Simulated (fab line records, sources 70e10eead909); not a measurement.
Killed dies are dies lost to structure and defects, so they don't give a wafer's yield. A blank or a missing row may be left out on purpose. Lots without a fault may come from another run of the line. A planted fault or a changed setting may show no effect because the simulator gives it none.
fab line records | flow nand_harc
record lots=23 wafers=69 last_day=33
route steps=1302 shown A_STAIRCASE@843 A_SGD_CUT@907 A_SLIT@939
lots that met no fault: from a run of the same line without faults
start_h: hours from the record's first day to the start of the lot's first wafer shown | wait_h: hours since the lot's step before | " the same as in the row above | L1.1+2: a row that stands for several wafers | - no value, or no start given | * or withheld: withheld | < > ~ a bound
route shown NAME@n: a module of which the file shows steps, and the number in the route of the first | usual: mean/standard deviation of fault-free wafers | same: alike in all rows | chamber/n: place in a boat | sites: the reading at each site | _std_site: their standard deviation | _edge_site: outer sites' mean less inner sites' | radius_mm: how far each site lies from the wafer's centre | mask NAME#n: copy n | behind: the tool/chamber that last shaped the wafer | hold: why the lot was held/for how many hours/how that ended | device: the transistor (n, p or np) that didn't switch | end of line: the same wafers' tests at the end of the route | a step without rows: its recipe alone | killed: dies lost to structure and defects at the first sort, not the wafer's yield | map: a wafer's dies, x killed, . not, _ none there
set.NAME: the setting as run; set.NAME@STEP: as run at that earlier step | model.NAME: the simulator's own value behind a step, which no gauge read
steps of the route over a sample of lots; a table a step, a row a wafer
services: from which hour (start_h, from the record's first day; less than 0 if before it) a tool's chamber was out of use, for how many hours, and why
## steps
# step NHARC_A_STAIRCASE_STRIP_476
# recipe time_s=20 o2_flow_sccm=500 ar_flow_sccm=0 bias_w=0 chemistry=O2
# usual drypump_motor_current_A=5.8/0.51 oes_product_au=1.001/0.0099 rf_vpp_V=57.8/0.93 showerhead_plenum_p_Torr=3.50/0.19 throttle_valve_pct=17.037/0.0082
# columns lot.wafer tool chamber start_h wait_h drypump_motor_current_A oes_product_au rf_hours_counter_h rf_vpp_V showerhead_plenum_p_Torr throttle_valve_pct
L074.2 rie_diel-06 1 388.50 0.1 5.2 1.002 24 58.1 3.76 17.041
L074.5 " 2 " " 4.9 1.005 - 57.9 3.48 17.043
L074.6 " 3 " " 5.4 0.996 - 57.6 3.31 17.044
L076.1 rie_diel-12 1 408.94 0.1 6.6 1.001 39 57.7 3.34 17.034
L076.2 " 2 " " 5.4 0.996 42 58.3 3.35 17.042
L076.6 " 1 " " 6.6 0.997 - 56.8 3.34 17.027
L077.1 rie_diel-09 1 413.07 0.1 6.3 0.996 26 58.1 3.73 17.047
L077.2 " 0 " " 5.9 0.993 27 59.1 3.76 17.047
L077.5 " 2 " " 5.6 0.976 - 56.1 3.31 17.025
L078.2 rie_diel-12 0 423.27 0.1 6.3 1.008 42 58.3 3.59 17.046
L078.3 " 1 " " 6.6 0.995 44 56.9 3.34 17.044
L078.6 " 0 " " 6.3 1.008 - 57.2 3.59 17.034
L079.4 rie_diel-12 3 437.59 0.1 5.9 1.014 50 56.2 3.27 17.045
L079.3 " 0 " " 6.3 1.015 47 58.4 3.59 17.035
L079.5 " 3 " " 5.9 1.014 - 57.4 3.27 17.031
L081.3 rie_diel-12 3 457.24 0.1 5.8 1.022 1 58.4 3.81 17.038
L081.2 " 1 " " 6.6 1.004 1 58.1 3.33 17.040
L081.5 " 3 " " 5.8 1.002 - 58.2 3.81 17.034
L075.2 rie_diel-06 2 458.95 0.1 4.9 0.999 52 57.9 3.46 17.048
L075.3 " 0 " " 5.4 0.997 45 57.7 3.35 17.029
L075.1 " 1 " " 5.3 0.988 47 58.2 3.75 17.033
L082.1 rie_diel-06 1 465.03 0.6 5.2 0.992 49 58.6 3.75 17.036
L082.4 " 2 " " 4.9 0.995 53 57.6 3.46 17.052
L082.2 " 3 " " 5.4 0.995 50 57.7 3.30 17.041
L080.3 rie_diel-12 2 469.48 0.1 5.5 0.991 4 56.2 3.34 17.037
L080.1 " 3 " " 5.8 1.009 4 59.4 3.81 17.037
L080.5 " 2 " " 5.5 0.991 - 58.7 3.34 17.032
L084.2 rie_diel-06 1 480.78 0.1 5.3 0.990 53 56.8 3.75 17.045
L084.1 " 2 " " 4.9 1.003 57 59.0 3.46 17.045
L084.6 " 1 " " 5.2 0.994 - 58.6 3.75 17.026
L083.1 rie_diel-12 2 483.83 0.1 5.4 0.994 10 57.4 3.34 17.044
L083.2 " 0 " " 6.3 0.996 11 57.5 3.58 17.045
L083.6 " 1 " " 6.6 1.001 - 58.7 3.33 17.043
L085.3 rie_diel-12 0 502.20 0.1 6.4 1.009 15 57.7 3.58 17.030
L085.1 " 1 " " 6.6 1.012 17 57.3 3.32 17.049
L085.6 " 0 " " 6.4 1.000 - 58.8 3.58 17.030
L086.1 rie_diel-12 2 510.09 0.1 5.5 1.001 19 57.3 3.33 17.051
L086.3 " 1 " " 6.6 1.011 22 57.1 3.32 17.039
L086.5 " 3 " " 5.9 1.015 - 59.3 3.80 17.048
L087.1 rie_diel-12 1 531.65 0.1 6.5 1.013 33 57.4 3.31 17.050
L087.4 " 2 " " 5.4 1.004 30 56.9 3.33 17.038
L087.6 " 3 " " 5.9 1.017 - 58.4 3.79 17.029
L090.1 rie_diel-09 2 539.12 0.1 5.6 1.008 12 57.9 3.29 17.026
L090.3 " 3 " " 6.3 0.994 13 59.0 3.74 17.039
L090.6 " 0 " " 5.8 1.000 - 58.5 3.74 17.046
L089.1 rie_diel-06 0 542.22 0.1 5.4 1.007 22 57.9 3.34 17.042
L089.4 " 3 " " 5.4 0.988 21 58.2 3.29 17.028
L089.5 " 0 " " 5.4 1.003 - 58.6 3.34 17.039
L088.1 rie_diel-06 1 543.12 0.5 5.2 1.006 23 58.2 3.73 17.025
L088.5 " 0 " " 5.4 0.994 - 57.1 3.34 17.034
L088.6 " 1 " " 5.2 1.012 - 58.6 3.73 17.023
L092.3 rie_diel-06 3 553.72 0.1 5.4 0.989 22 55.8 3.29 17.046
L092.4 " 0 " " 5.4 1.002 23 56.8 3.34 17.039
L092.2 " 1 " " 5.2 0.996 25 58.1 3.73 17.028
L091.4 rie_diel-12 1 555.99 0.5 6.6 1.006 42 56.9 3.31 17.035
L091.2 " 3 " " 5.9 1.001 34 59.0 3.79 17.023
L091.6 " 1 " " 6.6 1.011 - 56.1 3.31 17.042
L093.3 rie_diel-06 2 578.36 0.1 4.9 0.993 30 55.8 3.45 17.030
L093.6 " 0 " " 5.4 1.013 - 58.0 3.33 17.037
L093.5 " 1 " " 5.3 1.003 - 59.4 3.73 17.037
L096.3 rie_diel-12 2 599.42 0.1 5.5 1.004 52 56.6 3.32 17.037
L096.1 " 3 " " 5.8 1.017 48 60.2 3.78 17.034
L096.5 " 1 " " 6.6 1.008 - 56.1 3.30 17.044
L094.1 rie_diel-12 2 602.94 0.1 5.5 0.999 52 57.0 3.32 17.054
L094.4 " 1 " " 6.6 1.014 54 57.6 3.30 17.038
L094.5 " 2 " " 5.4 0.990 - 57.9 3.32 17.046
L097.3 rie_diel-09 2 615.01 0.1 5.6 1.004 33 56.6 3.28 17.040
L097.1 " 0 " " 5.9 1.012 38 57.8 3.73 17.035
L097.6 " 2 " " 5.6 1.002 - 55.5 3.28 17.034
# step NHARC_A_STAIRCASE_DEP_151
# recipe target_thk_a=72000 temp_c=400 target_thk_nm=7200 teos_flow_sccm=200 rf_w=500 material=SiO2
# usual heater_power_w=662/120
# columns lot.wafer tool chamber start_h wait_h heater_power_w
L074.2 pecvd-04 0 402.32 0.4 681
L074.5 " 0 " " 646
L074.6 " 2 " " 571
L076.2 pecvd-01 2 420.13 0.5 588
L076.1 " 0 " " 969
L076.6 " 0 " " 838
L077.2 pecvd-01 0 426.95 0.5 851
L077.1 " 1 " " 688
L077.5 " 0 " " 841
L078.2 pecvd-01 1 437.08 0.4 612
L078.3 " 2 " " 694
L078.6 " 0 " " 854
L079.3 pecvd-02 2 448.50 0.4 618
L079.5 " 0 " " 574
L079.4 " 1 " " 671
L075.2 pecvd-02 1 468.26 0.4 815
L075.3 " 2 " " 717
L075.1 " 0 " " 655
L081.3 pecvd-04 1 468.26 0.4 594
L081.2 " 2 " " 672
L081.5 " 0 " " 630
L082.2 pecvd-01 2 477.51 0.4 593
L082.1 " 1 " " 731
L082.4 " 1 " " 570
L080.1 pecvd-02 0 480.78 0.5 689
L080.3 " 1 " " 765
L080.5 " 0 " " 571
L084.1 pecvd-01 2 491.93 0.4 618
L084.2 " 0 " " 938
L084.6 " 2 " " 576
L083.1 pecvd-02 0 492.31 0.8 717
L083.2 " 1 " " 742
L083.6 " 0 " " 572
L085.1 pecvd-01 1 513.43 0.4 623
L085.3 " 2 " " 706
L085.6 " 0 " " 786
L086.3 pecvd-01 0 521.07 0.4 913
L086.1 " 2 " " 726
L086.5 " 1 " " 533
L087.1 pecvd-01 0 542.77 0.6 834
L087.6 " 2 " " 571
L087.4 " 0 " " 784
L090.3 pecvd-01 1 550.16 0.5 660
L090.1 " 2 " " 719
L090.6 " 1 " " 540
L088.1 pecvd-02 0 550.16 0.5 707
L088.6 " 2 " " 607
L088.5 " 1 " " 669
L089.1 pecvd-01 2 554.08 0.4 705
L089.5 " 2 " " 584
L089.4 " 0 " " 784
L092.2 pecvd-04 2 565.33 0.5 597
L092.3 " 1 " " 493
L092.4 " 2 " " 558
L091.2 pecvd-01 2 565.55 0.7 695
L091.6 " 1 " " 541
L091.4 " 2 " " 583
L093.3 pecvd-04 2 589.41 0.5 675
L093.5 " 1 " " 479
L093.6 " 0 " " 639
L096.3 pecvd-01 2 610.50 0.4 705
L096.1 " 0 " " 962
L096.5 " 0 " " 780
L094.1 pecvd-04 0 618.05 0.5 758
L094.5 " 2 " " 557
L094.4 " 1 " " 478
L097.3 pecvd-04 2 626.71 0.5 689
L097.1 " 0 " " 745
L097.6 " 0 " " 630
# step NHARC_A_STAIRCASE_INSPECT_155
# usual raw_defect_count=440/140
# columns lot.wafer tool chamber start_h wait_h raw_defect_count
L074.2 defect_inspect-02 - 436.25 0.1 638
L074.5 " - " " 475
L074.6 " - " " 502
L076.1 defect_inspect-01 - 456.90 0.1 448
L076.2 " - " " 349
L076.6 " - " " 370
L077.1 defect_inspect-02 - 457.03 0.1 445
L077.2 " - " " 448
L077.5 " - " " 432
L078.2 defect_inspect-01 - 469.73 0.1 408
L078.3 " - " " 418
L078.6 " - " " 407
L079.3 defect_inspect-02 - 484.37 0.1 480
L079.4 " - " " 530
L079.5 " - " " 501
L081.2 defect_inspect-01 - 510.60 0.1 287
L081.3 " - " " 230
L081.5 " - " " 180
L075.1 defect_inspect-02 - 510.76 0.1 504
L075.2 " - " " 701
L075.3 " - " " 562
L080.1 defect_inspect-01 - 518.11 0.1 432
L080.3 " - " " 485
L080.5 " - " " 360
L082.1 defect_inspect-02 - 518.36 0.1 435
L082.2 " - " " 653
L082.4 " - " " 458
L083.1 defect_inspect-02 - 527.91 0.1 332
L083.2 " - " " 349
L083.6 " - " " 721
L084.1 defect_inspect-01 - 528.19 0.1 383
L084.2 " - " " 374
L084.6 " - " " 652
L085.1 defect_inspect-02 - 547.74 0.1 286
L085.3 " - " " 219
L085.6 " - " " 178
L086.1 defect_inspect-02 - 554.84 0.1 338
L086.3 " - " " 511
L086.5 " - " " 395
L087.1 defect_inspect-02 - 573.31 0.1 445
L087.4 " - " " 507
L087.6 " - " " 554
L089.1 defect_inspect-01 - 582.31 0.1 866
L089.4 " - " " 430
L089.5 " - " " 364
L088.1 defect_inspect-02 - 582.48 0.1 365
L088.5 " - " " 296
L088.6 " - " " 273
L090.1 defect_inspect-01 - 583.03 0.1 636
L090.3 " - " " 294
L090.6 " - " " 356
L092.2 defect_inspect-01 - 596.14 0.1 470
L092.3 " - " " 387
L092.4 " - " " 464
L091.2 defect_inspect-01 - 596.52 0.1 458
L091.4 " - " " 331
L091.6 " - " " 405
L093.3 defect_inspect-02 - 620.74 0.1 269
L093.5 " - " " 332
L093.6 " - " " 238
L096.1 defect_inspect-02 - 650.53 0.1 246
L096.3 " - " " 228
L096.5 " - " " 305
L094.1 defect_inspect-01 - 650.91 0.1 416
L094.4 " - " " 513
L094.5 " - " " 509
L097.1 defect_inspect-01 - 663.67 0.1 430
L097.3 " - " " 393
L097.6 " - " " 418
# step NHARC_A_SGD_CUT_ETCH_15
# recipe target_depth_a=750 time_s=64.3 ch3f_flow_sccm=50 o2_flow_sccm=30 ar_flow_sccm=200 rf_w=500 bias_w=100 chemistry=CH3F/O2
# usual drypump_motor_current_A=5.7/0.43 oes_product_au=0.962/0.014 rf_vpp_V=264.3/1.7 showerhead_plenum_p_Torr=2.49/0.094 throttle_valve_pct=20.664/0.0089
# columns lot.wafer tool chamber start_h wait_h drypump_motor_current_A oes_product_au rf_hours_counter_h rf_vpp_V showerhead_plenum_p_Torr throttle_valve_pct
L074.2 rie_diel-05 2 - - 6.3 0.966 2 262.3 2.37 20.667
L074.6 " 0 " " 5.2 0.949 - 263.3 2.49 20.641
L074.5 " 1 " " 5.7 0.977 - 266.1 2.58 20.670
L076.2 rie_diel-07 3 - - 6.3 0.971 7 262.1 2.32 20.674
L076.1 " 0 " " 6.0 0.969 6 263.7 2.35 20.660
L076.6 " 0 " " 6.0 0.957 - 263.2 2.35 20.669
L077.1 rie_diel-05 1 - - 5.7 0.973 4 265.8 2.58 20.668
L077.2 " 2 " " 6.3 0.974 4 262.1 2.37 20.675
L077.5 " 0 " " 5.2 0.946 - 262.7 2.48 20.670
L078.3 rie_diel-07 2 - - 6.5 0.988 7 263.7 2.49 20.656
L078.2 " 3 " " 6.3 0.952 8 260.4 2.32 20.665
L078.6 " 1 " " 5.8 0.966 - 260.4 2.34 20.665
L079.3 rie_diel-01 3 - - 6.0 0.977 7 262.4 2.49 20.670
L079.4 " 0 " " 5.1 0.971 6 264.6 2.46 20.659
L079.5 " 1 " " 5.3 0.968 - 265.8 2.64 20.675
L081.3 rie_diel-05 1 - - 5.6 0.974 8 266.5 2.58 20.656
L081.2 " 0 " " 5.2 0.968 7 265.2 2.48 20.653
L081.5 " 1 " " 5.7 0.975 - 265.3 2.58 20.657
L075.2 rie_diel-01 2 - - 5.6 0.919 8 265.7 2.57 20.652
L075.3 " 0 " " 5.1 0.938 7 265.2 2.46 20.666
L075.1 " 1 " " 5.3 0.940 7 267.3 2.64 20.663
L080.1 rie_diel-05 0 - - 5.2 0.963 8 264.0 2.48 20.664
L080.3 " 2 " " 6.4 0.935 9 263.0 2.37 20.653
L080.5 " 1 " " 5.7 0.950 - 266.6 2.58 20.662
L082.2 rie_diel-01 1 - - 5.3 0.978 8 267.0 2.64 20.664
L082.4 " 2 " " 5.6 0.981 9 265.7 2.57 20.653
L082.1 " 3 " " 6.0 0.969 9 264.7 2.49 20.669
L083.2 rie_diel-05 3 - - 6.0 0.976 9 264.5 2.55 20.662
L083.1 " 0 " " 5.2 0.958 9 265.8 2.48 20.669
L083.6 " 0 " " 5.2 0.956 - 265.1 2.48 20.662
L084.1 rie_diel-01 2 - - 5.6 0.982 9 264.5 2.57 20.665
L084.2 " 0 " " 5.1 0.979 9 263.8 2.46 20.643
L084.6 " 2 " " 5.6 0.980 - 266.1 2.57 20.664
L085.1 rie_diel-01 2 - - 5.6 0.960 10 265.2 2.57 20.669
L085.3 " 3 " " 6.0 0.952 11 264.0 2.49 20.666
L085.6 " 0 " " 5.1 0.971 - 263.8 2.46 20.649
L086.3 rie_diel-05 3 - - 6.0 0.966 11 265.6 2.55 20.649
L086.1 " 0 " " 5.2 0.973 11 264.7 2.48 20.659
L086.5 " 3 " " 6.0 0.963 - 266.2 2.54 20.660
L087.4 rie_diel-05 2 - - 6.4 0.946 14 262.7 2.37 20.664
L087.1 " 3 " " 6.0 0.952 12 264.5 2.54 20.666
L087.6 " 2 " " 6.4 0.948 - 260.5 2.37 20.641
L089.1 rie_diel-07 1 - - 5.8 0.973 7 262.8 2.34 20.655
L089.4 " 3 " " 6.3 0.975 - 262.2 2.32 20.667
L089.5 " 1 " " 5.7 0.967 - 263.3 2.34 20.670
L088.1 rie_diel-01 3 - - 6.0 0.942 1 265.0 2.49 20.664
L088.6 " 2 " " 5.6 0.947 - 265.1 2.57 20.659
L088.5 " 3 " " 5.9 0.945 - 265.0 2.49 20.664
L090.1 rie_diel-01 0 - - 5.1 0.947 1 263.1 2.46 20.665
L090.3 " 3 " " 6.0 0.940 1 264.4 2.48 20.669
L090.6 " 0 " " 5.1 0.948 - 262.6 2.46 20.665
L092.3 rie_diel-01 1 - - 5.3 0.949 2 267.5 2.63 20.659
L092.4 " 2 " " 5.6 0.961 2 266.0 2.57 20.667
L092.2 " 3 " " 6.0 0.970 2 265.3 2.48 20.663
L091.2 rie_diel-05 2 - - 6.4 0.949 1 262.3 2.37 20.667
L091.4 " 3 " " 6.0 0.980 1 265.6 2.54 20.663
L091.6 " 2 " " 6.4 0.959 - 263.9 2.37 20.667
L093.3 rie_diel-05 1 - - 5.7 0.941 3 264.8 2.57 20.662
L093.5 " 2 " " 6.4 0.964 - 262.9 2.37 20.672
L093.6 " 3 " " 6.0 0.957 - 266.9 2.54 20.648
L096.1 rie_diel-01 0 - - 5.1 0.981 5 262.1 2.46 20.667
L096.3 " 1 " " 5.3 0.960 5 267.5 2.63 20.664
L096.5 " 1 " " 5.3 0.975 - 265.8 2.63 20.659
L094.4 rie_diel-01 0 - - 5.2 0.982 5 263.7 2.46 20.664
L094.1 " 1 " " 5.3 0.987 5 265.1 2.63 20.661
L094.5 " 0 " " 5.1 0.983 - 264.9 2.46 20.656
L097.3 rie_diel-07 3 - - 6.2 0.985 1 263.0 2.32 20.682
L097.1 " 2 " " 6.5 0.971 1 264.8 2.49 20.672
L097.6 " 0 " " 6.0 0.957 - 260.5 2.35 20.656
# step NHARC_A_SLIT_ETCH_17
# recipe bias_v=900 source_w=withheld pressure_mtorr=20 ar_flow_sccm=375 c4f8_flow_sccm=83.3 o2_flow_sccm=41.7 time_s=4254.5 target_depth_a=2.03e+05 chemistry=C4F8/O2/Ar
# usual drypump_motor_current_A=5.9/0.48 showerhead_plenum_p_Torr=3.55/0.051 throttle_valve_pct=32.045/0.0091
# columns lot.wafer tool chamber start_h wait_h drypump_motor_current_A rf_hours_counter_h showerhead_plenum_p_Torr throttle_valve_pct
L074.2 har_etch-01 0 451.41 - 6.2 253 3.51 32.046
L074.5 " 1 453.22 - 5.8 - 3.61 32.037
L074.6 " 0 " " 6.2 - 3.51 32.043
L076.1 har_etch-02 1 470.92 - 5.1 43 3.62 32.049
L076.2 " 0 " " 6.4 43 3.62 32.046
L076.6 " 1 473.38 - 5.1 - 3.62 32.049
L077.2 har_etch-01 0 471.09 - 6.2 265 3.50 32.045
L077.1 " 1 " " 5.8 265 3.61 32.051
L077.5 " 0 473.51 - 6.2 - 3.50 32.043
L078.2 har_etch-02 1 484.53 - 5.1 50 3.62 32.032
L078.3 " 1 485.72 - 5.1 - 3.61 32.061
L078.6 " 1 486.92 - 5.1 - 3.61 32.046
L079.4 har_etch-01 1 499.71 - 5.8 - 3.60 32.053
L079.3 " 0 " " 6.2 - 3.50 32.037
L079.5 " 0 501.51 - 6.2 - 3.50 32.049
L075.2 har_etch-01 1 524.61 - 5.8 288 3.59 32.040
L075.1 " 0 " " 6.2 288 3.49 32.040
L075.3 " 1 " " 5.8 - 3.59 32.045
L081.2 har_etch-02 1 525.38 - 5.1 77 3.60 32.064
L081.3 " 1 526.60 - 5.1 - 3.60 32.049
L081.5 " 0 " " 6.4 - 3.60 32.038
L082.2 har_etch-02 1 534.31 - 5.1 81 3.60 32.048
L082.1 " 0 " " 6.4 81 3.60 32.036
L082.4 " 1 " " 5.1 - 3.60 32.041
L080.1 har_etch-01 0 535.06 - 6.1 295 3.49 32.048
L080.3 " 1 " " 5.8 - 3.59 32.048
L080.5 " 1 536.88 - 5.8 - 3.59 32.044
L083.1 har_etch-01 1 543.91 - 5.8 299 3.59 32.053
L083.2 " 0 " " 6.2 299 3.48 32.023
L083.6 " 0 546.97 - 6.2 - 3.48 32.043
L084.1 har_etch-02 0 546.79 - 6.5 89 3.59 32.040
L084.2 " 1 " " 5.1 89 3.59 32.062
L084.6 " 0 549.18 - 6.4 - 3.59 32.038
L085.1 har_etch-02 1 566.10 - 5.2 100 3.59 32.047
L085.3 " 0 " " 6.4 - 3.59 32.040
L085.6 " 0 567.92 - 6.4 - 3.59 32.038
L086.1 har_etch-01 1 575.57 - 5.8 322 3.58 32.050
L086.3 " 1 576.80 - 5.8 - 3.58 32.050
L086.5 " 0 " " 6.2 - 3.47 32.051
L087.1 har_etch-01 0 590.87 - 6.2 329 3.47 32.041
L087.4 " 0 592.10 - 6.2 - 3.47 32.066
L087.6 " 1 " " 5.9 - 3.57 32.037
L089.1 har_etch-01 1 597.72 - 5.8 333 3.57 32.057
L089.4 " 0 599.51 - 6.2 - 3.47 32.059
L089.5 " 0 600.71 - 6.2 - 3.47 32.038
L090.1 har_etch-02 0 600.67 - 6.4 119 3.58 32.038
L090.3 " 1 " " 5.1 - 3.58 32.041
L090.6 " 0 603.10 - 6.4 - 3.58 32.054
L088.1 har_etch-01 1 602.10 - 5.8 337 3.57 32.036
L088.6 " 0 603.92 - 6.2 - 3.46 32.051
L088.5 " 1 " " 5.8 - 3.57 32.039
L092.2 har_etch-02 0 610.80 - 6.5 127 3.57 32.053
L092.3 " 1 " " 5.1 - 3.57 32.039
L092.4 " 0 " " 6.5 - 3.57 32.033
L091.2 har_etch-01 1 611.18 - 5.8 344 3.56 32.047
L091.4 " 1 612.37 - 5.8 - 3.56 32.051
L091.6 " 0 " " 6.2 - 3.46 32.044
L093.3 har_etch-01 0 636.06 - 6.2 - 3.45 32.040
L093.5 " 0 637.27 - 6.2 - 3.45 32.027
L093.6 " 1 " " 5.8 - 3.56 32.047
L094.1 har_etch-01 0 668.08 - 6.2 375 3.45 32.030
L094.4 " 1 " " 5.8 - 3.55 32.021
L094.5 " 0 670.51 - 6.2 - 3.44 32.051
L096.1 har_etch-02 1 670.07 - 5.1 161 3.56 32.036
L096.3 " 0 " " 6.4 - 3.55 32.051
L096.5 " 0 671.89 - 6.4 - 3.55 32.032
L097.1 har_etch-02 1 680.85 - 5.1 165 3.55 32.039
L097.3 " 1 682.06 - 5.1 - 3.55 32.043
L097.6 " 0 " " 6.4 - 3.55 32.045
# step NHARC_A_SLIT_ETCH_29
# recipe target_depth_a=1000 overetch_a=100 time_s=55 ion_energy_ev=100 cf4_flow_sccm=80 o2_flow_sccm=20 ar_flow_sccm=0 rf_w=300 bias_w=100 chemistry=CF4/O2
# usual drypump_motor_current_A=5.9/0.43 oes_ar_750_au=1.001/0.0049 oes_o_777_au=1.001/0.0044 oes_product_au=0.998/0.01 rf_vpp_V=198.2/1.1 showerhead_plenum_p_Torr=1.35/0.044 throttle_valve_pct=13.397/0.0088
# columns lot.wafer tool chamber start_h wait_h drypump_motor_current_A oes_ar_750_au oes_o_777_au oes_product_au rf_hours_counter_h rf_vpp_V showerhead_plenum_p_Torr throttle_valve_pct
L074.2 rie_diel-02 2 455.33 0.1 6.1 0.998 0.999 0.997 3.1 199.6 1.39 13.392
L074.5 " 0 " " 6.0 1.006 1.006 1.011 - 199.9 1.40 13.408
L074.6 " 1 " " 6.1 1.006 1.003 0.999 - 197.3 1.34 13.385
L076.1 rie_diel-04 0 475.50 0.1 6.1 1.004 1.000 0.996 5.8 198.8 1.42 13.408
L076.2 " 3 " " 6.0 1.011 0.987 0.980 6.5 200.4 1.43 13.402
L076.6 " 1 " " 4.9 0.995 0.998 0.990 - 197.4 1.30 13.383
L077.2 rie_diel-02 1 475.61 0.1 6.1 0.995 1.000 0.995 4.7 199.3 1.34 13.400
L077.1 " 2 " " 6.1 1.002 1.003 1.017 4.8 198.4 1.39 13.398
L077.5 " 1 " " 6.1 0.999 0.999 1.003 - 197.8 1.34 13.387
L078.2 rie_diel-02 0 489.02 0.1 6.0 1.009 0.996 1.004 5.1 199.6 1.40 13.384
L078.3 " 2 " " 6.1 0.997 1.004 1.009 5.1 198.4 1.39 13.379
L078.6 " 0 " " 6.0 1.002 1.002 1.008 - 198.4 1.40 13.402
L079.4 rie_diel-04 1 502.99 0.1 5.0 0.994 1.003 0.985 6.6 197.6 1.30 13.385
L079.3 " 2 " " 6.4 1.002 0.999 0.987 7.3 196.6 1.33 13.397
L079.5 " 3 " " 6.0 0.994 1.007 0.979 - 199.6 1.43 13.405
L075.1 rie_diel-11 3 529.19 0.1 6.4 0.999 1.003 1.002 5.2 197.5 1.31 13.403
L075.2 " 0 " " 5.7 0.999 1.006 1.009 5.0 197.6 1.28 13.396
L075.3 " 1 " " 5.1 1.003 0.996 0.991 5.5 197.9 1.37 13.401
L081.2 rie_diel-02 1 529.32 0.1 6.1 0.994 1.006 1.000 7.0 199.1 1.34 13.392
L081.3 " 2 " " 6.1 1.001 0.993 1.010 7.0 200.9 1.39 13.400
L081.5 " 0 " " 6.0 0.995 0.999 1.006 - 199.4 1.40 13.398
L082.1 rie_diel-11 3 538.82 0.1 6.4 0.998 1.001 0.996 6.5 199.0 1.31 13.402
L082.2 " 1 " " 5.2 0.997 1.009 0.988 6.3 197.9 1.37 13.384
L082.4 " 2 " " 5.7 0.999 0.997 0.991 7.0 199.1 1.37 13.400
L080.1 rie_diel-02 2 538.99 0.1 6.1 0.999 1.003 1.013 8.0 199.4 1.39 13.412
L080.3 " 3 " " 6.1 1.001 1.007 1.013 7.3 199.0 1.35 13.388
L080.5 " 1 " " 6.1 1.010 1.000 1.005 - 198.6 1.34 13.399
L083.2 rie_diel-02 2 548.48 0.1 6.1 1.005 0.999 1.006 9.5 199.2 1.39 13.401
L083.1 " 3 " " 6.1 1.000 1.004 1.019 9.2 198.2 1.35 13.405
L083.6 " 3 " " 6.1 1.007 1.005 1.006 - 197.8 1.35 13.405
L084.1 rie_diel-11 3 551.27 0.1 6.4 0.995 1.004 0.988 6.7 199.0 1.31 13.403
L084.2 " 1 " " 5.1 1.004 1.003 0.977 6.6 198.8 1.37 13.396
L084.6 " 3 " " 6.5 1.007 0.997 0.980 - 196.2 1.31 13.398
L085.3 rie_diel-04 2 572.38 0.1 6.5 1.005 0.997 0.967 1.3 197.0 1.33 13.387
L085.1 " 1 " " 5.0 1.004 0.993 0.990 2.0 197.7 1.30 13.401
L085.6 " 3 " " 6.0 1.003 1.003 0.985 - 199.2 1.43 13.410
L086.3 rie_diel-11 3 579.52 0.1 6.5 1.001 0.999 0.986 8.9 196.9 1.31 13.402
L086.1 " 0 " " 5.7 1.006 0.996 1.000 7.7 196.6 1.28 13.406
L086.5 " 3 " " 6.5 1.000 1.002 0.989 - 197.4 1.31 13.396
L087.1 rie_diel-11 0 594.83 0.1 5.7 0.993 0.995 0.999 8.5 196.2 1.28 13.390
L087.4 " 2 " " 5.7 1.006 1.002 0.996 9.7 197.5 1.37 13.390
L087.6 " 0 " " 5.7 0.997 1.000 0.998 - 197.3 1.28 13.399
L089.4 rie_diel-11 0 602.19 0.1 5.7 1.003 0.994 0.987 8.7 196.7 1.28 13.386
L089.1 " 3 " " 6.4 0.997 1.006 0.992 9.7 198.1 1.31 13.393
L089.5 " 1 " " 5.1 1.005 1.004 0.991 - 198.7 1.37 13.387
L090.1 rie_diel-04 2 604.60 0.1 6.5 0.995 0.996 0.992 3.4 196.6 1.33 13.413
L090.3 " 3 " " 6.0 0.993 1.003 0.986 3.9 198.9 1.43 13.398
L090.6 " 0 " " 6.0 1.005 0.988 1.000 - 199.0 1.41 13.400
L088.1 rie_diel-04 2 606.04 0.1 6.5 1.003 0.997 0.980 3.5 198.4 1.33 13.392
L088.6 " 3 " " 6.0 1.006 1.003 0.994 - 197.8 1.43 13.391
L088.5 " 0 " " 6.1 1.009 0.998 0.977 - 200.3 1.41 13.405
L092.4 rie_diel-02 1 614.69 0.1 6.1 1.001 1.008 1.011 4.0 200.3 1.34 13.405
L092.3 " 2 " " 6.1 1.003 0.997 1.002 3.3 198.4 1.39 13.405
L092.2 " 3 " " 6.1 0.995 1.002 1.007 3.3 198.2 1.35 13.403
L091.4 rie_diel-02 3 615.04 0.1 6.1 1.005 1.001 1.014 3.4 198.4 1.35 13.409
L091.2 " 2 " " 6.1 0.988 0.998 1.002 3.4 200.1 1.39 13.409
L091.6 " 3 " " 6.1 1.000 0.997 1.007 - 198.0 1.35 13.386
L093.3 rie_diel-11 0 639.37 0.1 5.7 0.998 1.008 1.004 0.3 198.1 1.28 13.391
L093.5 " 3 " " 6.4 0.999 0.999 0.998 - 196.6 1.31 13.377
L093.6 " 0 " " 5.7 1.001 1.007 1.011 - 197.1 1.28 13.411
L094.1 rie_diel-11 2 672.01 0.1 5.7 1.008 0.999 1.008 2.5 199.1 1.37 13.408
L094.4 " 3 " " 6.4 0.993 0.997 0.990 2.8 197.3 1.31 13.389
L094.5 " 2 " " 5.7 0.996 0.992 1.011 - 197.8 1.37 13.406
L096.3 rie_diel-04 1 674.00 0.1 4.9 1.001 0.998 0.997 8.1 197.3 1.30 13.385
L096.1 " 2 " " 6.5 1.014 1.005 0.980 7.6 195.2 1.33 13.380
L096.5 " 2 " " 6.5 0.998 1.007 0.982 - 198.2 1.33 13.405
L097.3 rie_diel-11 0 684.76 0.1 5.7 1.000 1.001 1.013 3.6 196.2 1.28 13.404
L097.1 " 1 " " 5.2 1.003 1.005 1.002 3.3 197.2 1.36 13.385
L097.6 " 0 " " 5.7 0.998 0.997 1.005 - 196.2 1.28 13.403
## services
# columns tool chamber start_h hours kind
rie_diel-11 0 365.40 33.4 repair
rie_diel-12 2 373.76 4.8 repair
har_etch-02 - 377.00 17.0 pm
rie_diel-01 0 377.02 3.0 repair
rie_diel-01 - 380.80 9.0 pm
rie_diel-05 2 387.36 3.9 repair
rie_diel-05 0 399.93 8.0 repair
rie_diel-01 0 400.80 7.4 repair
rie_diel-05 - 406.79 9.0 pm
rie_diel-12 - 411.42 2.4 repair
har_etch-01 - 414.29 0.2 repair
rie_diel-11 - 426.39 0.8 repair
rie_diel-11 - 432.50 9.0 pm
rie_diel-12 - 445.52 9.0 pm
pecvd-01 - 492.80 13.0 pm
rie_diel-01 1 546.57 4.1 repair
rie_diel-01 - 557.80 9.0 pm
pecvd-01 - 588.60 0.9 repair
pecvd-01 - 594.35 3.7 repair
rie_diel-12 - 622.52 9.0 pm
pecvd-01 0 626.42 19.4 repair
pecvd-01 - 648.96 0.8 repair
rie_diel-12 3 659.32 4.4 repair
pecvd-01 - 673.93 13.0 pm
## key
fault none
